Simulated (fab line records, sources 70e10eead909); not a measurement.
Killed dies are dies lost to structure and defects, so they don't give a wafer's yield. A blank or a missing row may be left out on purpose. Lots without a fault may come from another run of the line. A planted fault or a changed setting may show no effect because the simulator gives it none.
A struck lot beside a sound one | flow nand_harc | 15 steps out of a route of 1302
Sound: wafers L226.3, L226.4, L226.5. Struck: wafers L231.2, L231.6. (L231.1 of the same lot was not struck and is left out.) The cause comes at the end.
At each step with rows: each side's tool, then ch and its chambers, then its first start. Under that, the readings that differ: sound wafers | struck wafers | difference of the means | sigmas: that difference in standard deviations of wafers without a fault.
alike: readings whose means differ by less than 2 such deviations, and words and numbers that are the same on both sides. not compared: withheld readings, readings that some wafer has no value for, bounds like >300 that may hide the same value, and numbers for which the record gives no deviation and whose values overlap.
The two part at a step that has a row with sigmas, a row that says differs or no value, or rows on one side only. Numbers that don't overlap but have no deviation are shown without sigmas and don't part them. A reading that every wafer of one side lacks parts them only if that side has two wafers or more.

NHARC_A_CHANNEL_HOLE_D2_STRIP_28: strips in O2.
  sound on rie_diel-07 ch 0,2,3; struck on rie_diel-07 ch 1,3, day 17 19:50
  alike: drypump_motor_current_A, oes_product_au, rf_vpp_V, showerhead_plenum_p_Torr, throttle_valve_pct
  not compared: rf_hours_counter_h
then, 2 steps without rows for these wafers: NHARC_A_CHANNEL_HOLE_D2_PRECLEAN_29 (cleans in SC1); NHARC_A_CHANNEL_HOLE_D2_SRD_30.
NHARC_A_CHANNEL_HOLE_D2_CD_MEAS_31:
  sound on cd_sem-01, day 15 22:20; struck on cd_sem-03, day 17 20:52
  alike: cd_nm
NHARC_A_CHANNEL_HOLE_D2_XSEM_32:
  sound on xsem-01 ch 0, day 15 22:26; struck on xsem-01 ch 0, day 17 20:56
  alike: bot_cd_nm, bow_nm, tilt_deg
NHARC_A_CHANNEL_HOLE_D2_INSPECT_40:
  sound on defect_inspect-01, day 15 22:31; struck on defect_inspect-02, day 17 21:02
  alike: raw_defect_count
then, 2 steps without rows for these wafers: NHARC_A_CHANNEL_FILL_D2_PRECLEAN_00 (cleans in SC1); NHARC_A_CHANNEL_FILL_D2_SRD_01.
NHARC_A_CHANNEL_FILL_D2_ALD_02: deposits SiO2, target thk 6 nm, pulse time 10 s, ald cycles 60.
  sound on ald_hk-01 ch 1,3, day 15 22:43; struck on ald_hk-01 ch 1,2, day 17 21:14
  alike: heater_power_w, precursor_pulse_height_rel
  not compared: ald_cycles
NHARC_A_CHANNEL_FILL_D2_ALD_03: deposits SiNx, target thk 6 nm, pulse time 60 s, ald cycles 58.
  sound on ald_sin_batch-03 ch 0; struck on ald_sin_batch-01 ch 0
  alike: precursor_pulse_height_rel
  not compared: ald_cycles
then, 1 step without rows for these wafers: NHARC_A_CHANNEL_FILL_D2_ALD_14 (deposits SiO2, target thk 2.5 nm, pulse time 10 s, ald cycles 25).
NHARC_A_CHANNEL_FILL_D2_ALD_15: deposits SiNx, target thk 2 nm, pulse time 60 s, ald cycles 19.
  sound on ald_sin_batch-02 ch 0; struck on ald_sin_batch-01 ch 0
  alike: precursor_pulse_height_rel
  not compared: ald_cycles
NHARC_A_CHANNEL_FILL_D2_ALD_16: deposits SiO2, target thk 1.5 nm, pulse time 10 s, ald cycles 15.
  sound on ald_hk-02 ch 0,3, day 16 08:39; struck on ald_hk-02 ch 1,2, day 18 07:13
  reading    | sound    | struck | difference | sigmas
  ald_cycles | 15 15 15 | 13 13  | -2         |
  alike: heater_power_w, precursor_pulse_height_rel
then, 1 step without rows for these wafers: NHARC_A_CHANNEL_FILL_D2_ANNEAL_17 (time 1800 s).
-- the record jumps here: 10 days lie between the struck wafers' starts before and after (it left off in module A_CHANNEL_FILL_D2 and takes up again in module END, whose first step shown is number 1302 of the route) --
NHARC_END_SORT_01:
  sound on prober-02 ch 0, day 27 01:19; struck on prober-01 ch 0, day 28 18:18
  alike: killed_at_array, killed_at_other, killed_at_periphery, killed_dies, killed_open, killed_short

WHERE THEY PART
Nowhere in this record.

WHY: what the simulator had put in
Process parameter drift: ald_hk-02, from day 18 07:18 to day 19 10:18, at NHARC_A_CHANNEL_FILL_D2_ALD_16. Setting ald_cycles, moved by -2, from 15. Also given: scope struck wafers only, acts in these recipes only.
